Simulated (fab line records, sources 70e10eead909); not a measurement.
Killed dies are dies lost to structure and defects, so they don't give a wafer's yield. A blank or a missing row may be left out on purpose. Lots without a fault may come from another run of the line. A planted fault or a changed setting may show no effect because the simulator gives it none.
Which tool did it? | flow nand_harc | 24 lots, 72 wafers sampled, at 6 steps of a route of 1159

WHAT THE GAUGES READ, wafer by wafer
NHARC_A_SGD_CUT_INSPECT_25. Usual: raw_defect_count 316, standard deviation 95.
lot  | measured     | on                | raw_defect_count | flag
L075 | day 14 03:47 | defect_inspect-01 | 282 253 235      |
L074 | day 14 03:47 | defect_inspect-01 | 394 361 349      |
L077 | day 14 16:31 | defect_inspect-02 | 240 211 208      |
L076 | day 14 16:31 | defect_inspect-01 | 281 345 303      |
L080 | day 15 20:44 | defect_inspect-02 | 341 264 597      |
L079 | day 15 20:44 | defect_inspect-01 | 440 346 364      |
L078 | day 15 20:46 | defect_inspect-01 | 246 238 228      |
L082 | day 16 08:28 | defect_inspect-01 | 269 230 314      |
L081 | day 16 08:22 | defect_inspect-02 | 322 393 245      |
L083 | day 16 08:19 | defect_inspect-02 | 405 380 340      |
L084 | day 17 00:36 | defect_inspect-02 | 332 300 328      |
L086 | day 17 03:59 | defect_inspect-02 | 211 311 290      |
L087 | day 17 11:01 | defect_inspect-02 | 342 578 407      |
L085 | day 17 11:04 | defect_inspect-02 | 238 204 291      |
L089 | day 17 22:40 | defect_inspect-02 | 424 466 393      |
L088 | day 17 22:39 | defect_inspect-01 | 286 395 338      |
L093 | day 18 15:07 | defect_inspect-02 | 223 230 229      |
L090 | day 18 15:06 | defect_inspect-01 | 566 249 334      |
L091 | day 18 23:22 | defect_inspect-01 | 305 243 257      |
L092 | day 19 09:59 | defect_inspect-01 | 288 486 328      |
L095 | day 19 09:56 | defect_inspect-01 | 287 283 262      |
L094 | day 19 09:55 | defect_inspect-02 | 365 318 344      |
L096 | day 19 17:27 | defect_inspect-02 | 268 181 225      |
L097 | day 20 04:29 | defect_inspect-01 | 306 197 188      |

WHICH TOOL RAN EACH LOT (tool, then ch and the chambers of the sampled wafers, then the start)
lot  | NHARC_A_STAIRCASE_HM_OPEN_460                 | NHARC_A_STAIRCASE_HM_OPEN_463                 | NHARC_A_STAIRCASE_DEP_322       | NHARC_A_SGD_CUT_ETCH_16                       | NHARC_A_SGD_CUT_ETCHBACK_24
L075 | rie_diel-02 ch 0,2,3, day 12 18:39 or earlier | rie_diel-04 ch 0,1,3, day 12 18:39 or earlier | pecvd-01 ch 0,1,2, day 12 18:39 | rie_diel-09 ch 2,3, day 14 03:31 or earlier   | rie_diel-09 ch 0,3, day 14 03:31
L074 | rie_diel-05 ch 1,2,3, day 13 02:00 or earlier | rie_diel-04 ch 2,3, day 13 02:00 or earlier   | pecvd-04 ch 0,1,2, day 13 02:00 | rie_diel-09 ch 0,1,3, day 14 03:31 or earlier | rie_diel-08 ch 2,3, day 14 03:31
L077 | rie_diel-04 ch 0,1,3, day 13 12:27 or earlier | rie_diel-05 ch 0,2,3, day 13 12:27 or earlier | pecvd-01 ch 0,2, day 13 12:27   | rie_diel-08 ch 0,1,3, day 14 16:15 or earlier | rie_diel-11 ch 0,2,3, day 14 16:15
L076 | rie_diel-05 ch 1,3, day 13 12:47 or earlier   | rie_diel-05 ch 0,1, day 13 12:47 or earlier   | pecvd-02 ch 0,1,2, day 13 12:47 | rie_diel-09 ch 0,1,3, day 14 16:16 or earlier | rie_diel-09 ch 0,2,3, day 14 16:16
L080 | rie_diel-05 ch 0,1,3, day 14 16:28 or earlier | rie_diel-04 ch 0,1,3, day 14 16:28 or earlier | pecvd-01 ch 0,1,2, day 14 16:28 | rie_diel-08 ch 0,1,2, day 15 20:29 or earlier | rie_diel-09 ch 1,3, day 15 20:29
L079 | rie_diel-02 ch 0,1,3, day 14 16:31 or earlier | rie_diel-05 ch 1,2, day 14 16:31 or earlier   | pecvd-04 ch 0,1, day 14 16:31   | rie_diel-11 ch 0,2,3, day 15 20:32 or earlier | rie_diel-11 ch 1,2,3, day 15 20:32
L078 | rie_diel-05 ch 0,1,2, day 14 16:27 or earlier | rie_diel-04 ch 1,2,3, day 14 16:27 or earlier | pecvd-02 ch 0,1,2, day 14 16:27 | rie_diel-11 ch 0,1,2, day 15 20:31 or earlier | rie_diel-08 ch 0,1,3, day 15 20:31
L082 | rie_diel-05 ch 0,1,2, day 15 04:20 or earlier | rie_diel-05 ch 0,2,3, day 15 04:20 or earlier | pecvd-04 ch 0,1, day 15 04:20   | rie_diel-09 ch 0,2,3, day 16 08:08 or earlier | rie_diel-08 ch 0,1,2, day 16 08:08
L081 | rie_diel-04 ch 1,2,3, day 15 04:24 or earlier | rie_diel-05 ch 1,2, day 15 04:24 or earlier   | pecvd-01 ch 0,2, day 15 04:24   | rie_diel-09 ch 0,1, day 16 08:08 or earlier   | rie_diel-09 ch 0,1,2, day 16 08:08
L083 | rie_diel-05 ch 0,1, day 15 04:49 or earlier   | rie_diel-02 ch 0,1,3, day 15 04:49 or earlier | pecvd-04 ch 0,1,2, day 15 04:49 | rie_diel-11 ch 0,2,3, day 16 08:02 or earlier | rie_diel-09 ch 0,2, day 16 08:02
L084 | rie_diel-05 ch 0,1,2, day 15 18:37 or earlier | rie_diel-05 ch 0,2,3, day 15 18:37 or earlier | pecvd-01 ch 0,1,2, day 15 18:37 | rie_diel-11 ch 0,1,3, day 17 00:22 or earlier | rie_diel-09 ch 2,3, day 17 00:22
L086 | rie_diel-05 ch 0,3, day 16 00:23 or earlier   | rie_diel-05 ch 2,3, day 16 00:23 or earlier   | pecvd-02 ch 0,1,2, day 16 00:23 | rie_diel-11 ch 1,2, day 17 03:46 or earlier   | rie_diel-09 ch 0,2,3, day 17 03:46
L087 | rie_diel-05 ch 0,3, day 16 05:17 or earlier   | rie_diel-04 ch 1,2,3, day 16 05:17 or earlier | pecvd-02 ch 1,2, day 16 05:17   | rie_diel-11 ch 0,2,3, day 17 10:46 or earlier | rie_diel-09 ch 2,3, day 17 10:46
L085 | rie_diel-05 ch 0,3, day 16 05:24 or earlier   | rie_diel-04 ch 0,1,3, day 16 05:24 or earlier | pecvd-01 ch 1,2, day 16 05:24   | rie_diel-09 ch 0,1,2, day 17 10:50 or earlier | rie_diel-08 ch 1,2, day 17 10:50
L089 | rie_diel-04 ch 0,1, day 16 17:43 or earlier   | rie_diel-02 ch 1,2, day 16 17:43 or earlier   | pecvd-01 ch 0,2, day 16 17:43   | rie_diel-09 ch 2,3, day 17 22:26 or earlier   | rie_diel-08 ch 0,3, day 17 22:26
L088 | rie_diel-04 ch 1,2,3, day 16 17:43 or earlier | rie_diel-04 ch 1,3, day 16 17:43 or earlier   | pecvd-02 ch 0,1,2, day 16 17:43 | rie_diel-08 ch 0,1,3, day 17 22:25 or earlier | rie_diel-11 ch 0,1, day 17 22:25
L093 | rie_diel-05 ch 0,3, day 17 07:31 or earlier   | rie_diel-05 ch 0,3, day 17 07:31 or earlier   | pecvd-02 ch 0,1,2, day 17 07:31 | rie_diel-08 ch 0,2, day 18 14:53 or earlier   | rie_diel-11 ch 0,3, day 18 14:53
L090 | rie_diel-05 ch 0,1,3, day 17 12:03 or earlier | rie_diel-05 ch 2,3, day 17 12:03 or earlier   | pecvd-04 ch 1,2, day 17 12:03   | rie_diel-09 ch 0,1,2, day 18 14:50 or earlier | rie_diel-08 ch 0,3, day 18 14:50
L091 | rie_diel-02 ch 0,1, day 17 12:03 or earlier   | rie_diel-05 ch 0,1,2, day 17 12:03 or earlier | pecvd-01 ch 1,2, day 17 12:03   | rie_diel-11 ch 0,1,3, day 18 23:09 or earlier | rie_diel-09 ch 0,2,3, day 18 23:09
L092 | rie_diel-05 ch 2,3, day 17 20:32 or earlier   | rie_diel-05 ch 0,1,2, day 17 20:32 or earlier | pecvd-04 ch 0,1, day 17 20:32   | rie_diel-08 ch 0,1, day 19 09:45 or earlier   | rie_diel-09 ch 0,2,3, day 19 09:45
L095 | rie_diel-02 ch 1,2, day 17 20:45 or earlier   | rie_diel-04 ch 0,3, day 17 20:45 or earlier   | pecvd-01 ch 0,1, day 17 20:45   | rie_diel-11 ch 1,2, day 19 09:42 or earlier   | rie_diel-08 ch 1,3, day 19 09:42
L094 | rie_diel-05 ch 0,1,2, day 17 20:33 or earlier | rie_diel-04 ch 2,3, day 17 20:33 or earlier   | pecvd-02 ch 1,2, day 17 20:33   | rie_diel-11 ch 0,1,3, day 19 09:40 or earlier | rie_diel-11 ch 1,2,3, day 19 09:40
L096 | rie_diel-02 ch 0,2,3, day 18 07:21 or earlier | rie_diel-02 ch 0,1,2, day 18 07:21 or earlier | pecvd-02 ch 0,1,2, day 18 07:21 | rie_diel-11 ch 1,2,3, day 19 17:11 or earlier | rie_diel-11 ch 1,2,3, day 19 17:11
L097 | rie_diel-04 ch 0,2,3, day 18 20:17 or earlier | rie_diel-05 ch 1,2,3, day 18 20:17 or earlier | pecvd-02 ch 0,1,2, day 18 20:17 | rie_diel-08 ch 0,2,3, day 20 04:15 or earlier | rie_diel-09 ch 0,2,3, day 20 04:15
- NHARC_A_STAIRCASE_HM_OPEN_460: chemistry O2/COS.
- NHARC_A_STAIRCASE_HM_OPEN_463: chemistry O2/COS.
- NHARC_A_STAIRCASE_DEP_322: deposits SiO2, target thk 3800 nm.
- NHARC_A_SGD_CUT_ETCH_16: etches the open film in C4F8/O2/Ar, target depth 310.5 nm, time 155.2 s.
- NHARC_A_SGD_CUT_ETCHBACK_24: etches the open film in CH3F/O2, target depth 50 nm, time 92.857 s.

WHAT THE TOOLS THEMSELVES READ (means of the sampled wafers that have a number; where no wafer has one, the mark that the record gives instead)
NHARC_A_STAIRCASE_HM_OPEN_460. Usual: drypump_motor_current_A 5.6 A, standard deviation 0.49; oes_product_au 0.994 a.u., standard deviation 0.0087; rf_vpp_V 467.1 V, standard deviation 2.5; showerhead_plenum_p_Torr 3.12 Torr, standard deviation 0.11; throttle_valve_pct 28.329 %, standard deviation 0.0087.
lot  | tool        | drypump_motor_current_A (A) | oes_product_au (a.u.) | rf_vpp_V (V) | showerhead_plenum_p_Torr (Torr) | throttle_valve_pct (%) | flag
L075 | rie_diel-02 | 5.6                         | 1.001                 | 469.1        | 3.22                            | 28.334                 |
L074 | rie_diel-05 | 5.7                         | 0.987                 | 466.3        | 3.11                            | 28.320                 |
L077 | rie_diel-04 | 5.6                         | 0.997                 | 469.3        | 3.20                            | 28.325                 |
L076 | rie_diel-05 | 6.0                         | 0.989                 | 466.0        | 3.06                            | 28.326                 |
L080 | rie_diel-05 | 5.6                         | 0.989                 | 466.3        | 3.07                            | 28.315                 |
L079 | rie_diel-02 | 5.4                         | 1.013                 | 467.8        | 3.16                            | 28.333                 |
L078 | rie_diel-05 | 5.8                         | 0.993                 | 465.3        | 3.04                            | 28.337                 |
L082 | rie_diel-05 | 5.8                         | 0.982                 | 465.8        | 3.04                            | 28.328                 |
L081 | rie_diel-04 | 5.5                         | 0.998                 | 469.6        | 3.23                            | 28.332                 |
L083 | rie_diel-05 | 6.1                         | 0.996                 | 464.8        | 3.00                            | 28.327                 |
L084 | rie_diel-05 | 5.8                         | 0.987                 | 464.9        | 3.03                            | 28.336                 |
L086 | rie_diel-05 | 5.1                         | 0.981                 | 467.6        | 3.13                            | 28.328                 |
L087 | rie_diel-05 | 5.1                         | 0.981                 | 466.9        | 3.13                            | 28.328                 |
L085 | rie_diel-05 | 5.1                         | 0.995                 | 467.2        | 3.13                            | 28.333                 |
L089 | rie_diel-04 | 5.5                         | 0.999                 | 469.7        | 3.24                            | 28.324                 |
L088 | rie_diel-04 | 5.5                         | 1.009                 | 469.5        | 3.23                            | 28.339                 |
L093 | rie_diel-05 | 5.1                         | 0.998                 | 468.2        | 3.13                            | 28.332                 |
L090 | rie_diel-05 | 5.6                         | 0.998                 | 465.6        | 3.06                            | 28.331                 |
L091 | rie_diel-02 | 5.7                         | 0.997                 | 468.0        | 3.15                            | 28.316                 |
L092 | rie_diel-05 | 5.5                         | 0.994                 | 467.0        | 3.13                            | 28.323                 |
L095 | rie_diel-02 | 5.9                         | 0.996                 | 467.0        | 3.14                            | 28.325                 |
L094 | rie_diel-05 | 5.8                         | 0.990                 | 464.9        | 3.03                            | 28.339                 |
L096 | rie_diel-02 | 5.6                         | 1.002                 | 469.4        | 3.20                            | 28.325                 |
L097 | rie_diel-04 | 5.4                         | 0.997                 | 467.2        | 3.11                            | 28.325                 |

NHARC_A_STAIRCASE_HM_OPEN_463. Usual: drypump_motor_current_A 5.5 A, standard deviation 0.44; oes_product_au 0.995 a.u., standard deviation 0.0068; rf_vpp_V 467.2 V, standard deviation 2.6; showerhead_plenum_p_Torr 3.12 Torr, standard deviation 0.11; throttle_valve_pct 28.331 %, standard deviation 0.0096.
lot  | tool        | drypump_motor_current_A (A) | oes_product_au (a.u.) | rf_vpp_V (V) | showerhead_plenum_p_Torr (Torr) | throttle_valve_pct (%) | flag
L075 | rie_diel-04 | 5.6                         | 0.998                 | 469.0        | 3.20                            | 28.329                 |
L074 | rie_diel-04 | 5.6                         | 1.003                 | 468.9        | 3.19                            | 28.326                 |
L077 | rie_diel-05 | 5.3                         | 1.001                 | 468.1        | 3.11                            | 28.332                 |
L076 | rie_diel-05 | 6.0                         | 0.993                 | 463.8        | 3.00                            | 28.329                 |
L080 | rie_diel-04 | 5.5                         | 0.995                 | 469.2        | 3.19                            | 28.330                 |
L079 | rie_diel-05 | 6.2                         | 0.989                 | 465.2        | 3.03                            | 28.334                 |
L078 | rie_diel-04 | 5.5                         | 0.992                 | 469.4        | 3.23                            | 28.336                 |
L082 | rie_diel-05 | 5.3                         | 0.992                 | 466.1        | 3.11                            | 28.322                 |
L081 | rie_diel-05 | 6.0                         | 0.990                 | 465.8        | 3.07                            | 28.328                 |
L083 | rie_diel-02 | 5.5                         | 1.000                 | 468.1        | 3.16                            | 28.335                 |
L084 | rie_diel-05 | 5.3                         | 0.992                 | 466.7        | 3.10                            | 28.320                 |
L086 | rie_diel-05 | 5.4                         | 0.987                 | 467.5        | 3.13                            | 28.335                 |
L087 | rie_diel-04 | 5.5                         | 1.000                 | 469.8        | 3.23                            | 28.341                 |
L085 | rie_diel-04 | 5.5                         | 0.994                 | 469.2        | 3.19                            | 28.335                 |
L089 | rie_diel-02 | 5.9                         | 0.997                 | 467.9        | 3.14                            | 28.340                 |
L088 | rie_diel-04 | 5.7                         | 0.997                 | 470.5        | 3.24                            | 28.333                 |
L093 | rie_diel-05 | 5.2                         | 0.998                 | 466.4        | 3.06                            | 28.333                 |
L090 | rie_diel-05 | 5.2                         | 0.988                 | 468.1        | 3.16                            | 28.333                 |
L091 | rie_diel-05 | 5.8                         | 0.994                 | 464.2        | 3.03                            | 28.337                 |
L092 | rie_diel-05 | 5.8                         | 0.993                 | 465.0        | 3.03                            | 28.336                 |
L095 | rie_diel-04 | 5.5                         | 0.998                 | 465.9        | 3.08                            | 28.328                 |
L094 | rie_diel-04 | 5.5                         | 0.999                 | 468.6        | 3.17                            | 28.332                 |
L096 | rie_diel-02 | 5.9                         | 0.993                 | 468.6        | 3.19                            | 28.328                 |
L097 | rie_diel-05 | 5.7                         | 0.998                 | 465.5        | 3.08                            | 28.323                 |

NHARC_A_STAIRCASE_DEP_322. Usual: heater_power_w 669 W, standard deviation 94.
lot  | tool     | heater_power_w (W) | flag
L075 | pecvd-01 | 648                |
L074 | pecvd-04 | 644                |
L077 | pecvd-01 | 657                |
L076 | pecvd-02 | 743                |
L080 | pecvd-01 | 628                |
L079 | pecvd-04 | 661                |
L078 | pecvd-02 | 799                |
L082 | pecvd-04 | 664                |
L081 | pecvd-01 | 615                |
L083 | pecvd-04 | 621                |
L084 | pecvd-01 | 637                |
L086 | pecvd-02 | 674                |
L087 | pecvd-02 | 690                |
L085 | pecvd-01 | 609                |
L089 | pecvd-01 | 628                |
L088 | pecvd-02 | 677                |
L093 | pecvd-02 | 714                |
L090 | pecvd-04 | 648                |
L091 | pecvd-01 | 658                |
L092 | pecvd-04 | 612                |
L095 | pecvd-01 | 700                |
L094 | pecvd-02 | 619                |
L096 | pecvd-02 | 718                |
L097 | pecvd-02 | 731                |

NHARC_A_SGD_CUT_ETCH_16. Usual: oes_product_au 0.972 a.u., standard deviation 0.012; rf_vpp_V 724 V, standard deviation 4.2.
lot  | tool        | oes_product_au (a.u.) | rf_vpp_V (V) | flag
L075 | rie_diel-09 | 0.979                 | 722          |
L074 | rie_diel-09 | 0.974                 | 723          |
L077 | rie_diel-08 | 0.972                 | 717          |
L076 | rie_diel-09 | 0.975                 | 724          |
L080 | rie_diel-08 | 0.974                 | 720          |
L079 | rie_diel-11 | 0.974                 | 727          |
L078 | rie_diel-11 | 0.971                 | 726          |
L082 | rie_diel-09 | 0.957                 | 723          |
L081 | rie_diel-09 | 0.950                 | 726          |
L083 | rie_diel-11 | 0.972                 | 726          |
L084 | rie_diel-11 | 0.976                 | 728          |
L086 | rie_diel-11 | 0.986                 | 726          |
L087 | rie_diel-11 | 0.971                 | 728          |
L085 | rie_diel-09 | 0.968                 | 724          |
L089 | rie_diel-09 | 0.976                 | 721          |
L088 | rie_diel-08 | 0.980                 | 717          |
L093 | rie_diel-08 | 0.970                 | 724          |
L090 | rie_diel-09 | 0.964                 | 724          |
L091 | rie_diel-11 | 0.956                 | 727          |
L092 | rie_diel-08 | 0.964                 | 717          |
L095 | rie_diel-11 | 0.985                 | 725          |
L094 | rie_diel-11 | 0.972                 | 727          |
L096 | rie_diel-11 | 0.993                 | 726          |
L097 | rie_diel-08 | 0.971                 | 720          |

NHARC_A_SGD_CUT_ETCHBACK_24. Usual: ch3f_flow_sccm 49.97 sccm, standard deviation 0.14; drypump_motor_current_A 5.5 A, standard deviation 0.35; oes_product_au 0.98 a.u., standard deviation 0.033; rf_vpp_V 244.2 V, standard deviation 1.6; showerhead_plenum_p_Torr 2.46 Torr, standard deviation 0.1; throttle_valve_pct 20.663 %, standard deviation 0.0085.
lot  | tool        | ch3f_flow_sccm (sccm) | drypump_motor_current_A (A) | oes_product_au (a.u.) | rf_vpp_V (V) | showerhead_plenum_p_Torr (Torr) | throttle_valve_pct (%) | flag
L075 | rie_diel-09 | 50.03                 | 5.6                         | 0.92                  | 244.2        | 2.52                            | 20.659                 |
L074 | rie_diel-08 | 49.84                 | 5.4                         | 1.00                  | 244.4        | 2.48                            | 20.654                 |
L077 | rie_diel-11 | 50.02                 | 5.8                         | 0.99                  | 245.5        | 2.54                            | 20.657                 |
L076 | rie_diel-09 | 49.90                 | 5.7                         | 0.93                  | 244.1        | 2.46                            | 20.660                 |
L080 | rie_diel-09 | 50.04                 | 5.4                         | 1.00                  | 243.6        | 2.44                            | 20.661                 |
L079 | rie_diel-11 | 49.93                 | 5.6                         | 0.93                  | 245.3        | 2.54                            | 20.664                 |
L078 | rie_diel-08 | 49.75                 | 5.3                         | 1.00                  | 242.0        | 2.31                            | 20.665                 |
L082 | rie_diel-08 | 50.01                 | 5.4                         | 1.00                  | 243.3        | 2.39                            | 20.665                 |
L081 | rie_diel-09 | 50.00                 | 5.6                         | 0.92                  | 244.3        | 2.48                            | 20.662                 |
L083 | rie_diel-09 | 50.00                 | 5.8                         | 1.00                  | 244.4        | 2.45                            | 20.659                 |
L084 | rie_diel-09 | 50.12                 | 5.8                         | 0.99                  | 243.3        | 2.41                            | 20.672                 |
L086 | rie_diel-09 | 49.97                 | 5.7                         | 0.94                  | 244.4        | 2.46                            | 20.664                 |
L087 | rie_diel-09 | 49.74                 | 5.6                         | 1.00                  | 244.2        | 2.41                            | 20.663                 |
L085 | rie_diel-08 | 49.93                 | 5.8                         | 1.00                  | 243.6        | 2.40                            | 20.659                 |
L089 | rie_diel-08 | 50.07                 | 5.0                         | 1.00                  | 242.4        | 2.30                            | 20.676                 |
L088 | rie_diel-11 | 50.08                 | 5.5                         | 0.99                  | 246.0        | 2.56                            | 20.660                 |
L093 | rie_diel-11 | 50.02                 | 5.7                         | 1.00                  | 246.4        | 2.57                            | 20.660                 |
L090 | rie_diel-08 | 49.98                 | 5.0                         | 1.00                  | 241.6        | 2.30                            | 20.668                 |
L091 | rie_diel-09 | 50.07                 | 5.7                         | 1.00                  | 244.5        | 2.46                            | 20.665                 |
L092 | rie_diel-09 | 50.05                 | 5.7                         | 1.00                  | 244.7        | 2.46                            | 20.660                 |
L095 | rie_diel-08 | 49.93                 | 5.6                         | 1.00                  | 242.3        | 2.31                            | 20.663                 |
L094 | rie_diel-11 | 49.94                 | 5.6                         | 0.92                  | 245.0        | 2.54                            | 20.659                 |
L096 | rie_diel-11 | 49.99                 | 5.6                         | 0.93                  | 245.4        | 2.54                            | 20.660                 |
L097 | rie_diel-09 | 49.95                 | 5.7                         | 1.00                  | 244.5        | 2.46                            | 20.665                 |

THE ANSWER, worked out from the rows above alone
Rule: a lot is off if the mean of its wafers that have a number lies more than 3 standard deviations from the usual mean. A lot without any number at a reading at which 4 lots or more have one is off too. The other lots that the step has rows for count as sound. The gauges are gone through in route order, then the tools' own readings, and for those a lot's mean is taken as printed above. The first step at which some lot is off is used, and at that step the reading that is off furthest; a lot without a number counts as furthest.
No lot is off at any reading shown: from this, nothing can be told.

WHAT THE SIMULATOR HAD PUT IN
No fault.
